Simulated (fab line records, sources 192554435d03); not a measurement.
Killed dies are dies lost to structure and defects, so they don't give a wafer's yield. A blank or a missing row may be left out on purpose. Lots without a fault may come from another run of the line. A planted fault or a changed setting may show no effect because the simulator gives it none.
Chamber matching | flow n5_finfet | N5_BEOL_M10_STRIP_67 on rie_diel-05: 4 sister chambers
The step strips in CF4. 18 wafers are shown with their chamber, then 9 later ones without.

WAFERS WITH THEIR CHAMBER
wafer  | chamber | drypump_motor_current_A (A) | throttle_valve_pct (%) | oes_product_au (a.u.)
L075.2 | 0       | 5.52                        | 13.37                  | 0.75
L075.3 | 1       | 5.82                        | 13.09                  | 0.88
L075.5 | 0       | 5.56                        | 13.37                  | 0.76
L076.1 | 2       | 6.13                        | 13.65                  | 0.81
L076.4 | 1       | 5.77                        | 13.10                  | 0.87
L076.5 | 3       | 5.90                        | 13.40                  | 0.92
L079.2 | 3       | 5.85                        | 13.41                  | 0.90
L079.4 | 0       | 5.51                        | 13.41                  | 0.75
L079.6 | 2       | 6.11                        | 13.66                  | 0.80
L080.1 | 3       | 5.83                        | 13.45                  | 0.89
L080.2 | 0       | 5.57                        | 13.43                  | 0.74
L080.6 | 2       | 6.14                        | 13.70                  | 0.79
L083.2 | 1       | 5.82                        | 13.13                  | 0.85
L083.3 | 2       | 6.12                        | 13.71                  | 0.80
L083.5 | 0       | 5.58                        | 13.41                  | 0.75
L085.2 | 2       | 6.15                        | 13.71                  | 0.78
L085.3 | 1       | 5.79                        | 13.14                  | 0.84
L085.6 | 1       | 5.80                        | 13.15                  | 0.85

SIGNATURES (means of the wafers above)
reading                 | chamber 0 | chamber 1 | chamber 2 | chamber 3 | scatter within a chamber
drypump_motor_current_A | 5.5480    | 5.8000    | 6.1300    | 5.8600    | 0.0257
throttle_valve_pct      | 13.3980   | 13.1220   | 13.6860   | 13.4200   | 0.0271
oes_product_au          | 0.7500    | 0.8580    | 0.7960    | 0.9033    | 0.0127
Rule: a wafer's distance from a chamber is the root of the sum, over the readings, of the square of ((its reading less the chamber's mean) divided by the reading's scatter). The wafer belongs to the nearest chamber; if the next one is less than 2 further off, it can't be placed. The scatter: the root of (the sum of the squares of (reading less its chamber's mean) over the shown wafers, divided by (wafers less chambers)).

WAFERS WITHOUT THEIR CHAMBER
wafer  | drypump_motor_current_A (A) | throttle_valve_pct (%) | oes_product_au (a.u.)
L086.2 | 6.17                        | 13.71                  | 0.78
L086.3 | 5.89                        | 13.45                  | 0.89
L086.4 | 5.78                        | 13.16                  | 0.85
L097.1 | 5.56                        | 13.48                  | 0.72
L097.5 | 6.15                        | 13.78                  | 0.76
L097.6 | 5.92                        | 13.52                  | 0.83
L095.1 | 5.55                        | 13.48                  | 0.72
L095.4 | 6.13                        | 13.79                  | 0.76
L095.5 | 6.15                        | 13.78                  | 0.76

WHICH CHAMBER EACH WENT THROUGH
wafer  | from the rows above | in truth
L086.2 | 2                   | 2
L086.3 | 3                   | 3
L086.4 | 1                   | 1
L097.1 | 0                   | 0
L097.5 | 2                   | 2
L097.6 | 3                   | 3
L095.1 | 0                   | 0
L095.4 | 2                   | 2
L095.5 | 2                   | 2
Placed correctly: 9 of 9. Can't be placed from these rows: 0. Placed wrongly: 0.
